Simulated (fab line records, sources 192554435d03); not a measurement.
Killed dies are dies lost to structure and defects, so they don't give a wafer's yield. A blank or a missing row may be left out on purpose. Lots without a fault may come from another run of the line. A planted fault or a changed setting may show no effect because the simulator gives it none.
fab line records | flow n5_finfet | part 2 of 2: steps 5 to 6 of 6
record lots=21 wafers=63 last_day=17
route steps=1938 shown FIN_SAQP@125 FIN_CUT@168 STI_FIN_REVEAL@211
lots that met no fault: from a run of the same line without faults
start_h: hours from the record's first day to the start of the lot's first wafer shown | wait_h: hours since the lot's step before | " the same as in the row above | L1.1+2: a row that stands for several wafers | - no value, or no start given | * or withheld: withheld | < > ~ a bound
route shown NAME@n: a module of which the file shows steps, and the number in the route of the first | usual: mean/standard deviation of fault-free wafers | same: alike in all rows | chamber/n: place in a boat | sites: the reading at each site | _std_site: their standard deviation | _edge_site: outer sites' mean less inner sites' | radius_mm: how far each site lies from the wafer's centre | mask NAME#n: copy n | behind: the tool/chamber that last shaped the wafer | hold: why the lot was held/for how many hours/how that ended | device: the transistor (n, p or np) that didn't switch | end of line: the same wafers' tests at the end of the route | a step without rows: its recipe alone | killed: dies lost to structure and defects at the first sort, not the wafer's yield | map: a wafer's dies, x killed, . not, _ none there
set.NAME: the setting as run; set.NAME@STEP: as run at that earlier step | model.NAME: the simulator's own value behind a step, which no gauge read
steps of the route over a sample of lots; a table a step, a row a wafer
services: from which hour (start_h, from the record's first day; less than 0 if before it) a tool's chamber was out of use, for how many hours, and why
## steps
# step N5_FIN_CUT_ETCH_20
# recipe chemistry=CF4 target=SiARC target_depth_a=260 mask_material=CAR-EUV time_s=43.3 ion_energy_ev=80 pressure_mtorr=40 source_w=545 bias_w=36 Ar_flow_sccm=100 cf4_flow_sccm=100 ends=cleared
# usual chamber_pressure_mTorr=40.00/0.037 drypump_motor_current_A=5.6/0.43 etch_rf_on_time_s=43.1/0.57 oes_product_au=0.65/0.068 rf_vpp_V=183.8/1.2 showerhead_plenum_p_Torr=2.13/0.071 throttle_valve_pct=15.54/0.25
# columns lot.wafer tool chamber start_h wait_h chamber_pressure_mTorr drypump_motor_current_A etch_rf_on_time_s oes_product_au rf_hours_counter_h rf_vpp_V showerhead_plenum_p_Torr throttle_valve_pct
L074.2 rie_diel-04 2 26.78 0.0 39.97 6.2 43.6 0.83 4 183.7 2.20 15.05
L074.5 " 2 " " 39.99 6.2 43.7 0.84 - 184.3 2.20 15.03
L074.6 " 1 " " 40.03 5.7 42.4 0.69 - 182.1 1.99 15.28
L075.3 rie_diel-03 3 33.41 0.0 39.98 5.7 43.2 0.61 192 182.2 2.14 15.76
L075.4 " 1 " " 40.04 6.3 42.8 0.62 196 186.0 2.21 15.94
L075.6 " 3 " " 40.00 5.7 43.2 0.60 - 183.8 2.14 15.76
L076.1 rie_diel-03 3 39.23 0.0 40.04 5.7 43.6 0.61 193 183.9 2.14 15.75
L076.3 " 0 " " 39.99 6.0 43.0 0.61 195 185.6 2.12 15.39
L076.5 " 3 " " 40.00 5.7 43.2 0.61 - 183.6 2.14 15.78
L077.1 rie_diel-04 2 45.75 0.0 40.05 6.2 43.9 0.81 9 184.1 2.19 15.07
L077.2 " 1 " " 40.00 5.7 42.8 0.68 104 183.2 1.98 15.30
L077.3 " 0 " " 40.03 5.8 42.9 0.61 205 184.1 2.11 15.82
L078.1 rie_diel-01 0 54.58 0.0 39.99 5.0 42.9 0.60 224 183.2 2.12 15.67
L078.5 " 0 " " 39.97 5.0 43.0 0.60 - 183.3 2.12 15.66
L078.6 " 3 " " 40.02 5.6 43.7 0.68 - 185.3 2.25 15.42
L079.3 rie_diel-01 3 57.44 0.0 39.98 5.6 43.9 0.68 112 184.2 2.25 15.43
L079.5 " 0 " " 40.03 5.0 43.2 0.60 - 183.6 2.12 15.67
L079.6 " 3 " " 40.06 5.6 43.9 0.67 - 186.9 2.25 15.41
L080.3 rie_diel-04 1 63.09 0.0 40.02 5.7 42.6 0.68 108 181.7 1.98 15.30
L080.4 " 3 " " 40.07 5.2 41.8 0.63 171 182.4 2.05 15.49
L080.6 " 3 " " 40.00 5.2 41.6 0.64 - 181.9 2.05 15.49
L081.3 rie_diel-03 0 69.36 0.0 40.02 6.0 43.3 0.60 204 184.2 2.11 15.39
L081.4 " 2 " " 39.95 5.1 43.5 0.60 228 184.6 2.20 15.69
L081.5 " 0 " " 40.01 6.0 43.0 0.60 - 184.3 2.11 15.39
L082.2 rie_diel-04 2 74.81 0.0 40.01 6.2 43.3 0.79 17 183.2 2.19 15.07
L082.3 " 0 " " 40.04 5.8 42.9 0.61 212 185.3 2.11 15.85
L082.6 " 1 " " 40.06 5.7 43.1 0.68 - 181.4 1.98 15.32
L083.2 rie_diel-04 3 81.40 0.0 40.01 5.1 43.1 0.62 176 182.4 2.05 15.49
L083.5 " 3 " " 39.99 5.1 42.9 0.62 - 182.2 2.05 15.49
L083.6 " 0 " " 39.99 5.8 43.2 0.61 - 185.9 2.11 15.85
L084.1 rie_diel-01 0 86.71 0.0 39.93 4.9 43.0 0.60 233 182.9 2.12 15.66
L084.3 " 3 " " 39.96 5.6 43.2 0.67 121 186.8 2.25 15.45
L084.5 " 3 " " 40.00 5.6 43.7 0.67 - 185.7 2.25 15.44
L085.1 rie_diel-04 1 93.45 0.0 40.00 5.7 42.7 0.67 118 183.7 1.98 15.32
L085.3 " 2 " " 39.95 6.2 43.9 0.78 22 182.9 2.19 15.08
L085.4 " 1 " " 40.03 5.7 42.9 0.67 - 181.7 1.98 15.33
L087.1 rie_diel-03 2 106.61 0.0 40.00 5.0 43.6 0.59 238 184.2 2.19 15.68
L087.4 " 3 " " 39.99 5.7 43.4 0.59 213 183.1 2.13 15.80
L087.5 " 1 " " 40.04 6.3 43.0 0.61 - 184.7 2.20 15.95
L088.2 rie_diel-01 1 112.17 0.0 40.01 5.8 42.8 0.75 53 184.3 2.10 15.31
L088.5 " 2 " " 40.04 5.2 43.9 0.69 - 182.1 2.08 15.49
L088.6 " 1 " " 39.94 5.8 42.8 0.75 - 183.9 2.10 15.30
L090.2 rie_diel-03 2 124.18 0.0 40.02 5.0 43.3 0.58 244 184.9 2.19 15.71
L090.4 " 0 " " 40.07 6.0 43.3 0.58 220 182.9 2.11 15.43
L090.5 " 0 " " 40.05 6.0 43.5 0.59 - 185.9 2.11 15.43
L091.2 rie_diel-03 2 129.39 0.0 39.98 5.0 43.1 0.59 245 185.6 2.19 15.70
L091.5 " 1 " " 39.94 6.3 43.5 0.60 - 184.3 2.20 15.97
L091.6 " 0 " " 40.02 6.0 42.9 0.60 - 182.9 2.11 15.44
L092.4 rie_diel-01 3 133.86 0.0 39.98 5.6 43.4 0.66 135 184.7 2.24 15.48
L092.5 " 3 " " 40.00 5.6 43.6 0.66 - 185.2 2.24 15.46
L092.6 " 2 " " 39.99 5.2 43.2 0.68 - 184.5 2.07 15.51
L093.1 rie_diel-04 3 140.65 0.0 39.95 5.1 43.0 0.60 194 182.6 2.05 15.55
L093.2 " 0 " " 40.02 5.8 43.6 0.59 230 182.3 2.11 15.87
L093.6 " 3 " " 40.07 5.2 42.5 0.61 - 182.2 2.05 15.52
L094.1 rie_diel-01 3 147.32 0.0 40.01 5.6 43.7 0.66 140 184.5 2.24 15.49
L094.4 " 2 " " 39.99 5.2 43.7 0.68 - 181.4 2.07 15.50
L094.5 " 3 " " 40.01 5.6 43.8 0.65 - 185.7 2.24 15.49
L095.1 rie_diel-03 1 153.68 0.0 39.98 6.3 43.4 0.59 233 184.9 2.20 16.00
L095.3 " 0 " " 39.97 6.0 42.7 0.59 230 184.6 2.10 15.45
L095.4 " 1 " " 40.05 6.3 43.4 0.60 - 185.6 2.20 16.00
L096.3 rie_diel-04 2 158.53 0.0 40.01 6.2 43.4 0.75 42 184.8 2.18 15.12
L096.4 " 1 " " 40.01 5.8 42.7 0.66 134 181.5 1.97 15.36
L096.6 " 0 " " 40.01 5.8 43.1 0.59 - 183.6 2.10 15.89
# step N5_STI_FIN_REVEAL_INSPECT_13
# recipe inspect_instrument=darkfield mode=post_clean
# usual raw_defect_count=12/4.9
# columns lot.wafer tool chamber start_h wait_h raw_defect_count
L074.2 defect_inspect-01 - 36.54 0.0 10
L074.5 " - " " 18
L074.6 " - " " 9
L075.3 defect_inspect-01 - 43.62 0.0 3
L075.4 " - " " 7
L075.6 " - " " 7
L076.1 defect_inspect-01 - 50.28 0.0 10
L076.3 " - " " 13
L076.5 " - " " 21
L077.1 defect_inspect-01 - 55.89 0.0 16
L077.2 " - " " 7
L077.3 " - " " 5
L078.1 defect_inspect-02 - 64.28 0.0 13
L078.5 " - " " 11
L078.6 " - " " 7
L079.3 defect_inspect-01 - 67.16 0.0 14
L079.5 " - " " 7
L079.6 " - " " 9
L080.3 defect_inspect-02 - 72.92 0.0 11
L080.4 " - " " 9
L080.6 " - " " 11
L081.3 defect_inspect-02 - 79.01 0.0 11
L081.4 " - " " 11
L081.5 " - " " 10
L082.2 defect_inspect-02 - 84.51 0.0 19
L082.3 " - " " 10
L082.6 " - " " 7
L083.2 defect_inspect-01 - 91.28 0.0 8
L083.5 " - " " 16
L083.6 " - " " 8
L084.1 defect_inspect-02 - 96.76 0.0 12
L084.3 " - " " 22
L084.5 " - " " 21
L085.1 defect_inspect-02 - 103.73 0.0 12
L085.3 " - " " 13
L085.4 " - " " 12
L087.1 defect_inspect-02 - 116.25 0.0 10
L087.4 " - " " 18
L087.5 " - " " 16
L088.2 defect_inspect-02 - 122.28 0.0 15
L088.5 " - " " 12
L088.6 " - " " 23
L090.2 defect_inspect-02 - 135.37 0.0 9
L090.4 " - " " 12
L090.5 " - " " 7
L091.2 defect_inspect-01 - 139.02 0.0 16
L091.5 " - " " 8
L091.6 " - " " 14
L092.4 defect_inspect-02 - 143.64 0.0 11
L092.5 " - " " 12
L092.6 " - " " 26
L093.1 defect_inspect-02 - 150.72 0.0 30
L093.2 " - " " 24
L093.6 " - " " 22
L094.1 defect_inspect-02 - 157.03 0.0 13
L094.4 " - " " 21
L094.5 " - " " 12
L095.1 defect_inspect-01 - 163.26 0.0 11
L095.3 " - " " 13
L095.4 " - " " 12
L096.3 defect_inspect-02 - 168.52 0.0 12
L096.4 " - " " 8
L096.6 " - " " 7
## services
# columns tool chamber start_h hours kind
ald_sin-04 0 7.04 5.4 repair
rie_diel-01 1 8.71 4.3 repair
rie_diel-03 - 9.66 0.5 repair
rie_si-04 2 11.20 4.0 repair
rie_diel-05 0 20.51 15.5 repair
rie_si-01 2 21.23 1.0 repair
rie_si-04 2 23.34 3.4 repair
rie_diel-02 2 39.15 - clean
rie_diel-02 2 39.15 - consumable_replace:focus_ring
rie_diel-02 2 39.15 - consumable_replace:showerhead
ald_sin-03 - 47.75 2.8 pm
ald_sin-04 1 47.91 8.5 repair
rie_diel-05 3 54.01 8.8 repair
ald_sin-03 1 74.73 13.9 repair
rie_diel-06 0 79.05 8.7 repair
rie_diel-02 1 87.10 2.7 repair
rie_diel-04 0 90.90 7.5 repair
rie_diel-02 0 122.41 2.5 repair
rie_si-04 2 123.18 11.6 repair
ald_sin-04 1 126.36 4.3 repair
rie_si-03 3 134.26 7.4 repair
rie_diel-04 1 136.39 8.7 repair
rie_diel-02 0 151.41 1.6 repair
ald_sin-01 0 155.73 9.2 repair
